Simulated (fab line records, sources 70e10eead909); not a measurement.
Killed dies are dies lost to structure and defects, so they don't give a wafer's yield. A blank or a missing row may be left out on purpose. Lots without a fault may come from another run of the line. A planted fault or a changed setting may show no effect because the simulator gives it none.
fab line records | flow nand_harc
record lots=14 wafers=42 last_day=33
route steps=1302 shown A_STAIRCASE@856 A_M1@1194 THIN_TSV@1271 END@1302
lots that met no fault: from a run of the same line without faults
start_h: hours from the record's first day to the start of the lot's first wafer shown | wait_h: hours since the lot's step before | " the same as in the row above | L1.1+2: a row that stands for several wafers | - no value, or no start given | * or withheld: withheld | < > ~ a bound
route shown NAME@n: a module of which the file shows steps, and the number in the route of the first | usual: mean/standard deviation of fault-free wafers | same: alike in all rows | chamber/n: place in a boat | sites: the reading at each site | _std_site: their standard deviation | _edge_site: outer sites' mean less inner sites' | radius_mm: how far each site lies from the wafer's centre | mask NAME#n: copy n | behind: the tool/chamber that last shaped the wafer | hold: why the lot was held/for how many hours/how that ended | device: the transistor (n, p or np) that didn't switch | end of line: the same wafers' tests at the end of the route | a step without rows: its recipe alone | killed: dies lost to structure and defects at the first sort, not the wafer's yield | map: a wafer's dies, x killed, . not, _ none there
set.NAME: the setting as run; set.NAME@STEP: as run at that earlier step | model.NAME: the simulator's own value behind a step, which no gauge read
steps of the route over a sample of lots; a table a step, a row a wafer
services: from which hour (start_h, from the record's first day; less than 0 if before it) a tool's chamber was out of use, for how many hours, and why
## steps
# step NHARC_A_STAIRCASE_DEP_325
# recipe target_thk_a=72000 temp_c=400 target_thk_nm=7200 teos_flow_sccm=200 rf_w=500 material=SiO2
# usual heater_power_w=689/100
# columns lot.wafer tool chamber start_h wait_h heater_power_w
L468.3 pecvd-03 0 419.12 0.1 628
L468.2 " 1 " " 865
L468.5 " 1 " " 735
L469.3 pecvd-04 1 419.21 0.2 802
L469.2 " 2 " " 976
L469.5 " 2 " " 816
L470.3 pecvd-03 0 429.70 0.2 589
L470.5 " 0 " " 502
L470.6 " 1 " " 726
L471.2 pecvd-03 2 459.31 0.3 655
L471.4 " 0 " " 495
L471.6 " 2 " " 607
L472.3 pecvd-01 1 459.31 0.3 728
L472.4 " 0 " " 602
L472.5 " 1 " " 632
L474.3 pecvd-01 1 479.93 0.3 754
L474.6 " 2 " " 656
L474.4 " 0 " " 610
L475.2 pecvd-03 1 504.02 0.5 863
L475.4 " 1 " " 745
L475.6 " 2 " " 608
L476.2 pecvd-04 0 504.12 0.6 600
L476.4 " 1 " " 706
L476.5 " 0 " " 579
L478.3 pecvd-01 0 511.28 0.3 681
L478.4 " 1 " " 673
L478.6 " 2 " " 641
L479.3 pecvd-04 1 533.06 0.2 838
L479.2 " 2 " " 849
L479.5 " 0 " " 600
L483.2 pecvd-01 0 559.51 0.1 593
L483.3 " 2 " " 749
L483.4 " 0 " " 572
L484.6 pecvd-04 1 583.38 0.3 731
L484.4 " 2 " " 786
L484.5 " 0 " " 605
L485.3 pecvd-01 0 589.04 0.3 653
L485.4 " 1 " " 666
L485.5 " 0 " " 582
L490.2 pecvd-03 1 636.42 0.3 775
L490.4 " 0 " " 496
L490.5 " 0 " " 483
# step NHARC_A_M1_ANNEAL_31
# recipe temp_c=225 time_s=90
# usual wafer_temp_C_max=225.9/0.35
# columns lot.wafer tool chamber start_h wait_h wafer_temp_C_max
L468.2 rtp_anneal-01 0 526.21 0.4 225.6
L468.3 " 0 " " 225.4
L468.5 " 0 " " 225.7
L469.2 rtp_anneal-01 0 529.66 0.3 225.4
L469.3 " 0 " " 225.7
L469.5 " 0 " " 225.5
L470.3 rtp_anneal-01 0 540.06 0.3 225.7
L470.5 " 0 " " 225.6
L470.6 " 0 " " 225.5
L471.2 rtp_anneal-02 0 568.44 0.4 226.3
L471.4 " 0 " " 226.2
L471.6 " 0 " " 226.5
L472.3 rtp_anneal-01 0 575.27 0.3 225.4
L472.4 " 0 " " 225.7
L472.5 " 0 " " 225.7
L474.3 rtp_anneal-01 0 588.11 0.3 225.7
L474.4 " 0 " " 225.4
L474.6 " 0 " " 225.6
L476.2 rtp_anneal-02 0 610.88 - 226.0
L476.4 " 0 " " 226.5
L476.5 " 0 " " 226.4
L475.2 rtp_anneal-02 0 611.51 - 226.8
L475.4 " 0 " " 226.5
L475.6 " 0 " " 226.5
L478.3 rtp_anneal-02 0 615.77 0.3 226.5
L478.4 " 0 " " 226.2
L478.6 " 0 " " 226.1
L479.2 rtp_anneal-01 0 643.57 - 225.6
L479.3 " 0 " " 225.8
L479.5 " 0 " " 225.7
L483.3 rtp_anneal-02 0 663.81 0.3 226.3
L484.4 rtp_anneal-01 0 688.31 - 225.7
L484.5 " 0 " " 225.8
L484.6 " 0 " " 225.7
L485.4 rtp_anneal-01 0 691.76 0.4 225.6
L490.2 rtp_anneal-01 0 746.75 0.7 225.7
L490.4 " 0 " " 225.5
L490.5 " 0 " " 225.3
# step NHARC_A_M1_PRE_CLEAN_32
# recipe time_s=12 temp_c=370 rf_power_w=300 gas=NH3
# usual heater_power_w=674/88
# columns lot.wafer tool chamber start_h wait_h heater_power_w
L468.3 pecvd-01 2 527.06 0.1 656
L468.2 " 0 " " 658
L468.5 " 1 " " 696
L469.2 pecvd-01 2 530.51 0.1 690
L469.3 " 0 " " 637
L469.5 " 2 " " 670
L470.3 pecvd-03 2 540.87 0.1 633
L470.6 " 0 " " 472
L470.5 " 2 " " 656
L471.2 pecvd-03 1 569.30 0.1 771
L471.6 " 0 " " 557
L471.4 " 2 " " 635
L472.3 pecvd-01 2 576.08 0.1 689
L472.4 " 0 " " 570
L472.5 " 1 " " 703
L474.3 pecvd-03 0 588.92 0.1 524
L474.4 " 0 " " 525
L474.6 " 2 " " 649
L476.2 pecvd-04 2 611.74 0.1 792
L476.5 " 1 " " 701
L476.4 " 2 " " 777
L475.2 pecvd-01 2 612.35 0.1 710
L475.6 " 2 " " 732
L475.4 " 1 " " 682
L478.3 pecvd-04 0 616.57 0.1 575
L478.4 " 0 " " 556
L478.6 " 1 " " 720
L479.2 pecvd-03 0 644.42 0.1 508
L479.3 " 1 " " 774
L479.5 " 1 " " 781
L483.3 pecvd-03 2 664.60 0.1 669
L484.5 pecvd-04 2 689.09 0.1 754
L484.4 " 0 " " 611
L484.6 " 1 " " 706
L485.4 pecvd-04 0 692.55 0.1 648
L490.2 pecvd-04 0 747.63 0.1 659
L490.5 " 2 " " 733
L490.4 " 0 " " 641
# step NHARC_THIN_TSV_PRE_CLEAN_50
# recipe time_s=30 temp_c=280 gas=H2/He
# usual heater_power_w=402/39
# columns lot.wafer tool chamber start_h wait_h heater_power_w
L468.2 pvd_sputter-01 - - - 353
L468.3 " - " " 384
L468.5 " - " " 371
L469.3 pvd_sputter-02 - - - 416
L469.2 " - " " 327
L469.5 " - " " 422
L470.3 pvd_sputter-03 - - - 441
L470.5 " - " " 404
L470.6 " - " " 388
L471.2 pvd_sputter-03 - - - 369
L471.4 " - " " 390
L471.6 " - " " 383
L472.4 pvd_sputter-03 - - - 503
L472.3 " - " " 401
L472.5 " - " " 395
L474.4 pvd_sputter-01 - - - 384
L474.3 " - " " 389
L474.6 " - " " 379
L475.4 pvd_sputter-01 - - - 381
L475.2 " - " " 386
L475.6 " - " " 467
L476.2 pvd_sputter-03 - - - 381
L476.4 " - " " 506
L476.5 " - " " 434
L478.4 pvd_sputter-03 - - - 388
L478.3 " - " " 490
L478.6 " - " " 382
L479.3 pvd_sputter-03 - - - 390
L479.2 " - " " 431
L479.5 " - " " 381
L483.3 pvd_sputter-03 - - - 494
L484.4 pvd_sputter-02 - - - 393
L484.5 " - " " 387
L484.6 " - " " 342
L485.4 pvd_sputter-02 - - - 397
L490.4 pvd_sputter-02 - - - 398
L490.2 " - " " 344
L490.5 " - " " 388
# step NHARC_END_SORT_01
# recipe temp_c=25
# usual killed_at_array=53/20 killed_at_other=1/1.2 killed_at_periphery=3.7/2.6 killed_dies=58/20 killed_open=3.5/1.8 killed_short=2.4/1.7
# same gross_dies=677
# columns lot.wafer tool chamber start_h wait_h hold killed_at_array killed_at_other killed_at_periphery killed_dies killed_open killed_short
L468.2 prober-02 0 556.62 2.8 - 24 0 5 29 5 3
L468.3 prober-02 0 557.42 3.1 - 18 1 7 26 2 3
L468.5 prober-02 0 559.00 3.7 - 15 0 5 20 3 3
L474.3 prober-02 0 622.68 3.1 - 32 3 1 36 6 1
L474.4 prober-02 0 623.48 3.4 - 26 0 2 28 3 3
L474.6 prober-02 0 625.06 4.0 - 25 1 5 31 3 2
L475.2 prober-01 0 646.41 2.8 - 58 1 12 71 8 5
L475.4 prober-01 0 648.00 3.4 - 49 1 7 57 7 1
L475.6 prober-01 0 649.60 4.0 - 38 2 4 44 4 3
L476.2 prober-02 0 646.45 2.8 - 76 1 3 80 3 6
L476.4 prober-02 0 648.02 3.4 - 73 0 1 74 3 4
L476.5 prober-02 0 648.81 3.6 - 82 0 4 86 7 3
L478.3 prober-02 0 654.96 3.1 - 59 1 3 63 4 0
L478.4 prober-02 0 655.76 3.4 - 53 1 7 61 1 0
L478.6 prober-02 0 657.36 4.0 - 61 4 3 68 2 3
L483.2 prober-02 0 697.41 2.8 await_dispo/1.0h/release 670 3 4 677 6 3
L483.3 prober-02 0 698.22 3.1 await_dispo/1.0h/release 63 3 3 69 7 6
L483.4 prober-02 0 699.03 3.4 await_dispo/1.0h/release 671 1 5 677 4 3
L485.3 prober-01 0 725.73 3.1 await_dispo/1.8h/release 677 0 0 677 1 3
L485.4 prober-01 0 726.53 3.4 await_dispo/1.8h/release 75 0 1 76 1 1
L485.5 prober-01 0 727.34 3.7 await_dispo/1.8h/release 673 1 3 677 7 2
# killed by level:class
L468.2 A_CHANNEL_HOLE_D2:chamber_film_flake=7 A_WL_FILL:geometric_particle:short=3 P_M1:chamber_film_flake=3 A_CONTACT:chamber_film_flake=3 A_CHANNEL_FILL_D1:geometric_particle:open=2 A_BONDPAD:chamber_film_flake=2 A_CHANNEL_FILL_D2:geometric_particle:open=1 A_WL_FILL:geometric_particle:open=1
L468.3 A_CHANNEL_HOLE_D2:chamber_film_flake=4 A_BONDPAD:chamber_film_flake=4 P_GATE:chamber_film_flake=3 P_M1:chamber_film_flake=3 A_ZERO_WELL:chamber_film_flake=3 A_CHANNEL_FILL_D1:geometric_particle:short=2 A_CHANNEL_HOLE_D1:chamber_film_flake=2 A_WL_FILL:geometric_particle:short=1
L468.5 A_CHANNEL_HOLE_D2:chamber_film_flake=3 A_CHANNEL_FILL_D2:geometric_particle:short=2 P_STI:chamber_film_flake=2 A_ZERO_WELL:chamber_film_flake=2 A_CONTACT:chamber_film_flake=2 P_CONTACT:geometric_particle:open=1 P_M0:geometric_particle:open=1 A_WL_FILL:geometric_particle:short=1
L474.3 A_CHANNEL_HOLE_D2:chamber_film_flake=10 A_STAIRCASE:chamber_film_flake=5 A_CHANNEL_HOLE_D1:chamber_film_flake=4 A_M0:chamber_film_flake=3 A_DECK1_JOINT:geometric_particle:open=2 A_SLIT:chamber_film_flake=2 A_CONTACT:chamber_film_flake=2 A_CHANNEL_HOLE_D1:geometric_particle:open=1
L474.4 A_STAIRCASE:chamber_film_flake=11 A_CHANNEL_HOLE_D2:chamber_film_flake=4 A_CONTACT:chamber_film_flake=3 A_ONON_D2:geometric_particle:short=2 P_CONTACT:geometric_particle:open=1 P_M0:geometric_particle:open=1 A_WL_FILL:geometric_particle:short=1 A_CONTACT:geometric_particle:open=1
L474.6 A_CHANNEL_HOLE_D2:chamber_film_flake=6 A_STAIRCASE:chamber_film_flake=6 P_GATE:chamber_film_flake=4 A_CONTACT:chamber_film_flake=3 A_CHANNEL_FILL_D1:geometric_particle:open=2 A_SLIT:chamber_film_flake=2 A_ONON_D2:geometric_particle:short=1 A_BLC:geometric_particle:open=1
L475.2 A_SLIT:chamber_film_flake=24 A_CHANNEL_HOLE_D2:chamber_film_flake=12 P_STI:chamber_film_flake=5 A_CHANNEL_HOLE_D1:chamber_film_flake=4 A_CHANNEL_FILL_D2:chamber_film_flake=4 P_M2:chamber_film_flake=3 P_CONTACT:geometric_particle:open=2 A_WL_FILL:geometric_particle:open=2
L476.2 A_CHANNEL_HOLE_D2:chamber_film_flake=36 A_CHANNEL_HOLE_D1:chamber_film_flake=29 A_STAIRCASE:chamber_film_flake=3 A_ONON_D2:geometric_particle:short=2 A_WL_FILL:geometric_particle:short=2 P_GATE:geometric_particle:open=1 P_CONTACT:geometric_particle:open=1 A_CHANNEL_HOLE_D2:geometric_particle:short=1
L475.4 A_SLIT:chamber_film_flake=17 A_CHANNEL_HOLE_D2:chamber_film_flake=17 P_M2:chamber_film_flake=3 A_STAIRCASE:chamber_film_flake=3 A_WL_FILL:chamber_film_flake=3 A_CONTACT:chamber_film_flake=3 A_CHANNEL_FILL_D1:geometric_particle:open=2 P_STI:chamber_film_flake=2
L476.4 A_CHANNEL_HOLE_D1:chamber_film_flake=28 A_CHANNEL_HOLE_D2:chamber_film_flake=25 A_STAIRCASE:chamber_film_flake=3 A_CONTACT:chamber_film_flake=3 A_ZERO_WELL:chamber_film_flake=2 A_CHANNEL_FILL_D1:chamber_film_flake=2 A_SLIT:chamber_film_flake=2 P_CONTACT:geometric_particle:short=1
L476.5 A_CHANNEL_HOLE_D1:chamber_film_flake=40 A_CHANNEL_HOLE_D2:chamber_film_flake=27 A_CONTACT:chamber_film_flake=3 P_CONTACT:geometric_particle:open=2 A_ONON_D2:geometric_particle:open=2 A_CONTACT:geometric_particle:open=2 P_ZERO_WELL:chamber_film_flake=2 A_STAIRCASE:chamber_film_flake=2
L475.6 A_SLIT:chamber_film_flake=15 A_CHANNEL_HOLE_D2:chamber_film_flake=10 A_WL_FILL:chamber_film_flake=4 A_CONTACT:chamber_film_flake=2 P_CONTACT:geometric_particle:open=1 A_DECK1_JOINT:geometric_particle:short=1 A_DECK1_JOINT:geometric_particle:open=1 A_ONON_D2:geometric_particle:open=1
L478.3 A_CHANNEL_HOLE_D1:chamber_film_flake=37 A_CHANNEL_HOLE_D2:chamber_film_flake=10 A_CONTACT:chamber_film_flake=4 A_WL_FILL:geometric_particle:open=2 A_M0:geometric_particle:open=2 P_M2:chamber_film_flake=2 A_ZERO_WELL:chamber_film_flake=2 A_CHANNEL_FILL_D1:chamber_film_flake=2
L478.4 A_CHANNEL_HOLE_D1:chamber_film_flake=30 A_CHANNEL_HOLE_D2:chamber_film_flake=13 P_M2:chamber_film_flake=5 A_CONTACT:chamber_film_flake=5 P_ZERO_WELL:chamber_film_flake=2 A_SLIT:chamber_film_flake=2 A_STAIRCASE:chamber_film_flake=2 A_M0:geometric_particle:open=1
L478.6 A_CHANNEL_HOLE_D1:chamber_film_flake=36 A_CHANNEL_HOLE_D2:chamber_film_flake=7 A_CONTACT:chamber_film_flake=7 THIN_TSV:chamber_film_flake=4 A_STAIRCASE:chamber_film_flake=3 A_ONON_D1:geometric_particle:short=2 P_M2:chamber_film_flake=2 A_SLIT:chamber_film_flake=2
L483.2 A_STAIRCASE:area_dep=595 A_CHANNEL_HOLE_D1:chamber_film_flake=27 A_CHANNEL_HOLE_D2:chamber_film_flake=16 A_SLIT:chamber_film_flake=16 A_CONTACT:chamber_film_flake=6 THIN_TSV:chamber_film_flake=3 A_DECK1_JOINT:geometric_particle:short=2 A_M0:geometric_particle:open=2
L483.3 A_CHANNEL_HOLE_D1:chamber_film_flake=32 A_SLIT:chamber_film_flake=13 A_CHANNEL_HOLE_D2:chamber_film_flake=4 A_CONTACT:chamber_film_flake=4 P_GATE:geometric_particle:short=2 A_DECK1_JOINT:geometric_particle:open=2 A_CONTACT:geometric_particle:open=2 THIN_TSV:chamber_film_flake=2
L483.4 A_STAIRCASE:area_dep=586 A_CHANNEL_HOLE_D1:chamber_film_flake=33 A_SLIT:chamber_film_flake=23 A_CHANNEL_HOLE_D2:chamber_film_flake=14 A_CONTACT:chamber_film_flake=8 P_ZERO_WELL:chamber_film_flake=2 P_CONTACT:geometric_particle:open=1 P_M0:geometric_particle:open=1
L485.3 A_STAIRCASE:area_dep=616 A_CHANNEL_HOLE_D1:chamber_film_flake=34 A_SLIT:chamber_film_flake=17 A_CONTACT:chamber_film_flake=4 A_SOURCE_PLATE:geometric_particle:short=1 A_ONON_D2:geometric_particle:open=1 A_SGD_CUT:geometric_particle:short=1 A_WL_FILL:geometric_particle:short=1
L485.4 A_SLIT:chamber_film_flake=36 A_CHANNEL_HOLE_D1:chamber_film_flake=32 A_CONTACT:chamber_film_flake=4 A_CHANNEL_FILL_D1:geometric_particle:open=1 A_CHANNEL_FILL_D2:geometric_particle:short=1 P_GATE:chamber_film_flake=1 A_ZERO_WELL:chamber_film_flake=1
L485.5 A_STAIRCASE:area_dep=601 A_SLIT:chamber_film_flake=31 A_CHANNEL_HOLE_D1:chamber_film_flake=27 A_WL_FILL:chamber_film_flake=3 A_CHANNEL_FILL_D1:geometric_particle:open=2 A_DECK1_JOINT:chamber_film_flake=2 P_CONTACT:geometric_particle:short=1 P_CONTACT:geometric_particle:open=1
## services
# columns tool chamber start_h hours kind
pvd_sputter-03 - 408.64 1.3 repair
pecvd-04 - 420.86 0.9 repair
pecvd-01 2 426.75 20.4 repair
pvd_sputter-03 - 433.71 10.9 repair
pecvd-04 - 450.15 13.0 pm
pvd_sputter-03 - 475.67 0.8 repair
pecvd-01 2 480.87 1.7 repair
pecvd-01 - 492.80 13.0 pm
pecvd-03 0 510.37 4.9 repair
pecvd-04 - 516.54 1.6 repair
pvd_sputter-03 - 526.01 10.0 pm
pvd_sputter-03 - 538.64 4.8 repair
pecvd-03 - 547.27 13.0 pm
pecvd-01 - 598.77 1.1 repair
pecvd-04 - 631.15 13.0 pm
pvd_sputter-03 - 631.29 2.7 repair
pecvd-01 - 642.47 0.8 repair
pecvd-01 0 655.39 17.8 repair
pecvd-01 - 655.65 0.6 repair
pecvd-01 - 673.80 13.0 pm
pvd_sputter-03 - 704.01 10.0 pm
pecvd-01 1 708.80 17.5 repair
pecvd-03 - 728.27 13.0 pm
pecvd-04 - 736.57 3.2 repair
## key
first_sign step=NHARC_END_SORT_01 reading=killed_at_array direction=up sigmas=32 usual=53 struck=673
effect step=NHARC_END_SORT_01 reading=killed_dies direction=up sigmas=31 usual=58 struck=677
more_kills_born_at NHARC_A_STAIRCASE_DEP_325@pecvd-01=2398
met_at NHARC_A_STAIRCASE_DEP_325
struck_lots L483,L485
struck_wafers L483.2,L483.4,L485.3,L485.5
later_rows_left_out L483.2,L483.4,L485.3,L485.5
tester_left_out L483,L485
not_acting_at NHARC_A_M1_ANNEAL_31,NHARC_A_M1_PRE_CLEAN_32,NHARC_THIN_TSV_PRE_CLEAN_50
onset_between 511.28 559.51
fault kind=process_parameter_drift tool=pecvd-01 chamber=0 onset_h=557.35 steps=NHARC_A_STAIRCASE_DEP_325 channel=target_thk_a offset=* shape=step end_h=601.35 acts_in=* stated=*
# tester_left_out: of these lots the tester's yield and bins aren't shown, on N5 and GAA mostly nor the transistor test; their killed dies are dies lost to structure and defects alone, not to doping, threshold or leakage, so they don't give the yield
# later_rows_left_out: the simulator's readings of these wafers behind a module that went badly wrong aren't trusted and aren't shown, but for the sort
